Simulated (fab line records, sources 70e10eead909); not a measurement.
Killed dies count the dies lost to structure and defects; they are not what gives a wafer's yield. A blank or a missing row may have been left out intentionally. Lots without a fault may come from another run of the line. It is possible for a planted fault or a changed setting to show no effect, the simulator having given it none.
fab line records	flow nandHarc
record lots=13	wafers=37	lastDay=33
route steps=1302 shown A_STAIRCASE@843 A_SGD_CUT@919
lots untouched by any fault: they come from a run of this same line in which no faults occurred
startH: hours from the record's opening day to when the first of the lot's shown wafers began	waitH: hours from the lot's prior step to this one	" as in the row above	L1.1+2: a row that stands for several wafers	- no value, or no start given	* or withheld: withheld	< > ~ a bound
route shown NAME@n: NAME is a module with steps in the file, n the number in the route of the first one	usual: average and standard deviation across the fault-free wafers	same: alike in all rows	chamber/n: place in a boat	sites: per-site readings	_std_site: standard deviation across them	_edge_site: mean of outer sites minus mean of inner sites	radiusMm: how far each site lies from the wafer's centre	mask NAME#n: copy n	behind: the most recent tool/chamber to have shaped the wafer	hold: what put the lot on hold/how long, in hours/how the hold closed	device: names the non-switching transistor (n, p or np)	end of line: the route-end tests of the same wafers	where a step has no rows: the recipe by itself	killed: at the first sort, the dies lost to defects and structure; wafer yield is something else	map: shows each die of a wafer: x if killed, . if not, _ if none is there
set.NAME: setting as actually run; set.NAME@STEP: the setting as run at that earlier step	model.NAME: the simulator's own value behind a step, which no gauge read
a sample of lots followed through the steps of the route, with each step as a table and each wafer as a row
services: from which hour (startH, from the record's first day; less than 0 if before it) a tool's chamber was out of use, for how many hours, and why
## steps
# step NHARC_A_STAIRCASE_STRIP_476
# recipe timeS=20	o2FlowSccm=500	arFlowSccm=0	biasW=0	chemistry=O2
# usual drypumpMotorCurrentA=5.7/0.53	o2FlowSccm=500.0/1.4	oesProductAu=0.999/0.012	rfVppV=57.6/0.99	showerheadPlenumPTorr=3.49/0.13	throttleValvePct=17.038/0.0092
lot.wafer	tool	chamber	startH	waitH	drypumpMotorCurrentA	o2FlowSccm	oesProductAu	rfHoursCounterH	rfVppV	showerheadPlenumPTorr	throttleValvePct
L981.1	rieDiel-09	1	409.00	0.1	5.6	499.6	1.005	22	57.6	3.67	17.040
L981.6	"	0	"	"	5.4	498.1	0.972	-	56.3	3.53	17.041
L981.5	"	1	"	"	5.6	501.6	1.003	-	58.0	3.67	17.037
L979.3	rieDiel-09	0	410.40	0.1	5.4	495.5	0.993	28	57.0	3.53	17.027
L979.4	"	1	"	"	5.6	502.9	1.013	23	57.4	3.67	17.040
L979.2	"	2	"	"	5.5	498.5	1.013	27	55.9	3.58	17.033
L982.1	rieDiel-09	0	443.62	0.1	5.4	501.6	0.980	39	58.2	3.52	17.040
L982.6	"	1	"	"	5.6	502.5	1.000	-	59.6	3.67	17.042
L982.5	"	2	"	"	5.5	498.9	1.002	-	57.3	3.58	17.026
L985.3	rieDiel-02	2	448.90	0.1	4.7	499.4	0.998	19	57.3	3.45	17.048
L985.4	"	0	"	"	5.6	496.6	1.014	18	55.8	3.28	17.032
L985.6	"	1	"	"	6.0	500.6	0.996	-	55.5	3.33	17.037
L986.4	rieDiel-02	3	461.82	0.1	6.0	499.6	1.012	21	57.4	3.36	17.049
L986.6	"	1	"	"	6.1	499.1	0.993	-	57.9	3.33	17.047
L986.5	"	2	"	"	4.7	500.7	1.005	-	57.8	3.45	17.030
L988.2	rieDiel-09	2	494.75	0.1	5.5	502.0	0.988	48	59.0	3.57	17.025
L988.1	"	3	"	"	6.6	497.8	1.002	54	57.0	3.64	17.019
L988.6	"	1	"	"	5.6	498.4	0.987	-	58.0	3.66	17.020
L990.1	rieDiel-12	1	500.41	0.1	6.1	503.0	0.992	16	56.2	3.43	17.024
L990.4	"	0	"	"	6.7	500.2	1.002	17	57.4	3.30	17.028
L990.5	"	1	"	"	6.2	499.9	0.996	-	56.7	3.43	17.026
L992.1	rieDiel-02	2	522.44	0.1	4.7	499.6	1.006	42	58.4	3.44	17.036
L996.3	rieDiel-02	3	582.66	0.1	6.0	500.8	1.000	0	57.7	3.34	17.041
L996.1	"	2	"	"	4.8	499.6	0.986	1	57.6	3.43	17.037
L996.5	"	0	"	"	5.6	497.8	0.996	-	59.4	3.81	17.034
L998.3	rieDiel-02	1	585.40	0.2	6.0	500.9	0.982	1	56.3	3.31	17.057
L998.1	"	3	"	"	6.1	500.1	1.014	1	57.2	3.34	17.039
L998.5	"	0	"	"	5.6	498.7	0.991	-	58.4	3.81	17.051
L100.4	rieDiel-12	0	594.71	0.1	6.7	502.3	1.001	53	57.8	3.28	17.048
L100.1	"	1	"	"	6.2	500.1	0.998	39	56.4	3.42	17.041
L100.3	"	2	"	"	5.9	501.8	1.015	54	58.0	3.43	17.044
L999.1	rieDiel-12	2	595.25	0.1	5.9	501.0	1.008	54	56.9	3.43	17.038
L999.4	"	0	"	"	6.7	501.0	0.996	53	55.5	3.28	17.025
L999.5	"	3	"	"	5.4	501.3	1.012	-	57.3	3.44	17.050
L102.1	rieDiel-09	1	615.59	0.1	5.6	501.2	0.979	35	58.3	3.64	17.038
L102.6	"	3	"	"	6.6	499.1	1.018	-	58.6	3.62	17.034
L102.5	"	0	"	"	5.3	500.6	0.980	-	56.6	3.49	17.023
# step NHARC_A_STAIRCASE_DEP_417
# recipe targetThkA=600	stepCoveragePct=20	tempC=400	targetThkNm=60	flowSccm=200	rfW=450	material=Si3N4
# usual heaterPowerW=667/94	rfFwdPowerW=449.1/1.2
lot.wafer	tool	chamber	startH	waitH	heaterPowerW	rfFwdPowerW
L981.1	pecvd-04	2	409.13	-	543	448.2
L981.6	"	1	"	"	695	447.8
L981.5	"	0	"	"	703	446.6
L979.3	pecvd-03	1	410.49	-	639	450.1
L979.2	"	2	"	"	831	451.3
L979.4	"	0	"	"	729	448.9
L982.1	pecvd-02	1	443.70	-	611	450.1
L982.6	"	2	"	"	738	449.4
L982.5	"	0	"	"	738	449.6
L985.3	pecvd-02	1	449.04	-	568	450.6
L985.4	"	1	"	"	570	449.9
L985.6	"	2	"	"	646	448.5
L986.4	pecvd-02	2	462.04	-	651	450.6
L986.6	"	0	"	"	689	448.2
L986.5	"	1	"	"	630	449.5
L988.2	pecvd-02	0	494.84	-	790	449.6
L988.1	"	1	"	"	595	450.9
L988.6	"	1	"	"	610	449.1
L990.1	pecvd-04	0	500.51	-	739	448.0
L990.4	"	1	"	"	713	448.9
L990.5	"	2	"	"	482	449.3
L992.1	pecvd-02	0	522.63	-	719	448.9
L996.1	pecvd-03	0	582.80	-	730	449.6
L996.3	"	1	"	"	642	450.6
L996.5	"	0	"	"	741	449.6
L998.1	pecvd-02	1	585.49	-	592	447.7
L998.3	"	2	"	"	712	449.8
L998.5	"	0	"	"	700	447.4
L100.3	pecvd-04	1	594.80	-	715	449.5
L100.1	"	0	"	"	787	448.8
L100.4	"	1	"	"	743	448.4
L999.1	pecvd-04	0	595.44	-	658	445.8
L999.4	"	1	"	"	724	450.1
L999.5	"	0	"	"	652	448.7
L102.1	pecvd-02	2	615.68	-	686	449.1
L102.5	"	0	"	"	830	449.5
L102.6	"	1	"	"	591	448.7
# step NHARC_A_STAIRCASE_DEP_151
# recipe targetThkA=72000	tempC=400	targetThkNm=7200	teosFlowSccm=200	rfW=500	material=SiO2
# usual heaterPowerW=614/94	rfFwdPowerW=499.7/1.3
lot.wafer	tool	chamber	startH	waitH	heaterPowerW	rfFwdPowerW
L979.2	pecvd-04	2	419.97	0.5	519	499.7
L979.3	"	0	"	"	665	500.9
L979.4	"	0	"	"	585	497.2
L981.1	pecvd-03	0	420.47	1.0	728	501.8
L981.6	"	0	"	"	598	498.4
L981.5	"	2	"	"	660	498.4
L982.1	pecvd-02	0	456.47	0.6	715	498.8
L982.6	"	1	"	"	489	499.3
L982.5	"	0	"	"	643	498.8
L985.3	pecvd-02	0	460.17	0.6	687	500.3
L985.4	"	1	"	"	483	497.6
L985.6	"	0	"	"	634	499.8
L986.4	pecvd-03	0	473.02	0.7	618	500.8
L986.5	"	1	"	"	511	500.6
L986.6	"	2	"	"	660	499.3
L988.2	pecvd-03	0	504.62	0.6	714	498.8
L988.1	"	1	"	"	596	501.1
L988.6	"	2	"	"	653	499.9
L990.1	pecvd-02	0	511.14	0.6	794	500.1
L990.4	"	2	"	"	586	499.4
L990.5	"	0	"	"	630	500.3
L992.1	pecvd-03	2	533.79	0.6	770	499.4
L998.3	pecvd-03	1	593.56	0.4	639	497.9
L998.1	"	2	"	"	838	501.1
L998.5	"	1	"	"	529	498.5
L996.1	pecvd-04	1	593.56	0.4	643	500.7
L996.3	"	0	"	"	721	497.9
L996.5	"	2	"	"	432	500.7
L100.3	pecvd-04	0	606.94	0.5	681	501.5
L100.1	"	1	"	"	618	499.7
L100.4	"	1	"	"	571	501.3
L999.1	pecvd-03	0	606.94	0.5	667	498.8
L999.4	"	2	"	"	681	499.5
L999.5	"	0	"	"	564	497.8
L102.1	pecvd-04	1	626.11	0.5	664	500.6
L102.6	"	1	"	"	591	500.6
L102.5	"	2	"	"	440	500.5
# step NHARC_A_SGD_CUT_ETCHBACK_24
# recipe targetDepthA=500	overEtchFrac=0.3	timeS=92.857	ionEnergyEv=120	ch3fFlowSccm=50	o2FlowSccm=30	arFlowSccm=200	rfW=500	biasW=100	chemistry=CH3F/O2
# usual drypumpMotorCurrentA=5.9/0.41	o2FlowSccm=30.00/0.1	oesProductAu=0.97/0.037	rfFwdPowerW=496.6/1.9	rfVppV=244.5/1.6	showerheadPlenumPTorr=2.46/0.1	throttleValvePct=20.664/0.0086
lot.wafer	tool	chamber	startH	waitH	drypumpMotorCurrentA	o2FlowSccm	oesProductAu	rfFwdPowerW	rfHoursCounterH	rfVppV	showerheadPlenumPTorr	throttleValvePct
L979.2	rieDiel-01	3	457.45	0.1	6.2	29.89	1.02	497.1	5	244.1	2.39	20.670
L979.3	"	1	"	"	5.4	29.97	1.02	498.3	4	245.7	2.62	20.666
L979.4	"	2	"	"	6.6	30.18	1.02	494.4	5	243.3	2.30	20.647
L981.1	rieDiel-10	3	457.49	0.2	5.9	29.85	0.92	499.9	3	244.5	2.53	20.667
L981.6	"	0	"	"	5.9	29.88	0.93	494.2	-	243.9	2.49	20.660
L981.5	"	1	"	"	5.4	29.98	0.94	497.6	-	243.0	2.30	20.670
L982.1	rieDiel-01	1	502.10	0.1	5.4	30.00	1.00	498.9	7	247.0	2.61	20.650
L982.5	"	1	"	"	5.4	30.16	1.00	496.7	-	247.5	2.61	20.672
L982.6	"	2	"	"	6.6	29.87	1.02	498.8	-	242.1	2.30	20.653
L985.3	rieDiel-10	2	502.10	0.1	5.5	29.98	0.93	496.7	4	242.1	2.42	20.666
L985.6	"	3	"	"	5.9	29.99	0.93	496.8	-	244.1	2.53	20.655
L985.4	"	1	"	"	5.4	29.90	0.93	496.0	-	241.2	2.30	20.655
L986.4	rieDiel-07	3	516.37	0.2	5.9	29.87	1.01	497.6	-	243.7	2.49	20.661
L986.5	"	0	"	"	5.6	30.06	1.02	497.9	-	246.4	2.52	20.651
L986.6	"	1	"	"	5.4	30.23	1.01	494.3	-	245.3	2.48	20.675
L988.1	rieDiel-01	1	547.46	0.2	5.4	29.98	0.93	499.1	10	245.0	2.61	20.675
L988.2	"	2	"	"	6.6	29.95	0.94	497.2	11	242.6	2.30	20.657
L988.6	"	1	"	"	5.4	30.00	0.93	498.0	-	246.3	2.61	20.656
L990.4	rieDiel-10	3	554.13	0.1	5.9	30.02	0.97	497.5	8	246.7	2.53	20.669
L990.1	"	2	"	"	5.5	29.99	0.96	493.8	6	243.1	2.42	20.662
L990.5	"	0	"	"	5.9	30.08	0.98	494.7	-	246.5	2.49	20.665
L992.1	rieDiel-10	3	574.04	0.1	5.9	30.01	0.82	501.1	8	245.2	2.53	20.673
L996.1	rieDiel-01	0	636.44	0.1	6.0	30.06	0.92	496.3	6	245.4	2.56	20.667
L996.3	"	2	"	"	6.6	29.91	0.93	496.8	5	243.6	2.30	20.666
L996.5	"	3	"	"	6.2	29.84	0.93	497.6	-	245.1	2.38	20.683
L998.3	rieDiel-07	0	636.56	0.2	5.5	30.00	0.93	498.0	15	244.9	2.52	20.657
L998.1	"	2	"	"	6.6	30.06	0.92	494.6	14	243.8	2.47	20.659
L998.5	"	3	"	"	5.9	30.16	0.92	496.9	-	244.8	2.48	20.650
L100.1	rieDiel-01	1	654.64	0.2	5.4	30.07	1.01	499.6	6	246.7	2.61	20.668
L100.3	"	2	"	"	6.6	30.07	1.01	497.1	6	239.9	2.30	20.674
L100.4	"	2	"	"	6.6	30.01	1.00	498.1	-	241.4	2.30	20.679
L999.4	rieDiel-10	3	654.66	0.2	5.9	29.82	0.98	498.5	3	245.2	2.53	20.654
L999.1	"	2	"	"	5.5	29.99	0.97	497.8	3	243.0	2.41	20.661
L999.5	"	3	"	"	5.9	29.89	0.98	499.2	-	244.8	2.53	20.680
L102.1	rieDiel-01	2	665.86	0.2	6.6	30.07	0.92	497.7	7	242.3	2.30	20.673
L102.5	"	2	"	"	6.6	29.98	0.92	494.2	-	241.7	2.30	20.652
L102.6	"	0	"	"	6.0	29.96	0.92	497.2	-	245.4	2.56	20.677
## services
tool	chamber	startH	hours	kind
rieDiel-02	-	394.09	9.0	pm
rieDiel-01	1	404.42	4.3	repair
pecvd-02	-	408.00	13.0	pm
rieDiel-10	-	419.50	9.0	pm
rieDiel-09	2	427.47	7.2	repair
pecvd-04	-	446.41	1.7	repair
pecvd-04	-	450.00	13.0	pm
rieDiel-10	0	469.91	1.8	repair
pecvd-03	-	475.02	1.0	repair
rieDiel-09	-	497.19	9.0	pm
rieDiel-10	0	499.74	4.9	repair
rieDiel-10	2	509.50	4.9	repair
pecvd-03	2	536.28	6.2	repair
pecvd-03	-	547.00	13.0	pm
rieDiel-01	0	555.35	1.4	repair
rieDiel-01	-	557.80	9.0	pm
pecvd-04	2	579.90	6.9	repair
rieDiel-01	2	585.60	7.8	repair
pecvd-02	-	589.00	13.0	pm
pecvd-02	-	613.46	1.1	repair
pecvd-03	1	619.99	4.3	repair
pecvd-04	-	631.00	13.0	pm
rieDiel-01	3	637.68	29.2	repair
rieDiel-01	0	662.68	1.5	repair
## key
firstSign step=NHARC_A_SGD_CUT_ETCHBACK_24	reading=oesProductAu	direction=down	sigmas=4.2	usual=0.97	struck=0.82
effect none on later readings
metAt NHARC_A_SGD_CUT_ETCHBACK_24
struckLots L992
laterRowsLeftOut L992.1
sortLeftOut L992.1
testerLeftOut L992
notActingAt NHARC_A_STAIRCASE_STRIP_476,NHARC_A_STAIRCASE_DEP_417,NHARC_A_STAIRCASE_DEP_151
onsetBetween 554.13 574.04
fault kind=processParameterDrift	tool=rieDiel-10	chamber=-	onsetH=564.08	steps=NHARC_A_SGD_CUT_ETCHBACK_24	channel=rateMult	offset=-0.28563	shape=step	endH=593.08
# testerLeftOut: of these lots the tester's yield and bins aren't shown, on N5 and GAA mostly nor the transistor test; their killed dies are dies lost to structure and defects alone, not to doping, threshold or leakage, so they don't give the yield
# sortLeftOut: the simulated sort isn't trusted on such a fault, so these wafers' sort isn't shown, and their yield isn't known
# laterRowsLeftOut: the simulator's readings of these wafers behind a module that went badly wrong aren't trusted and aren't shown, but for the sort
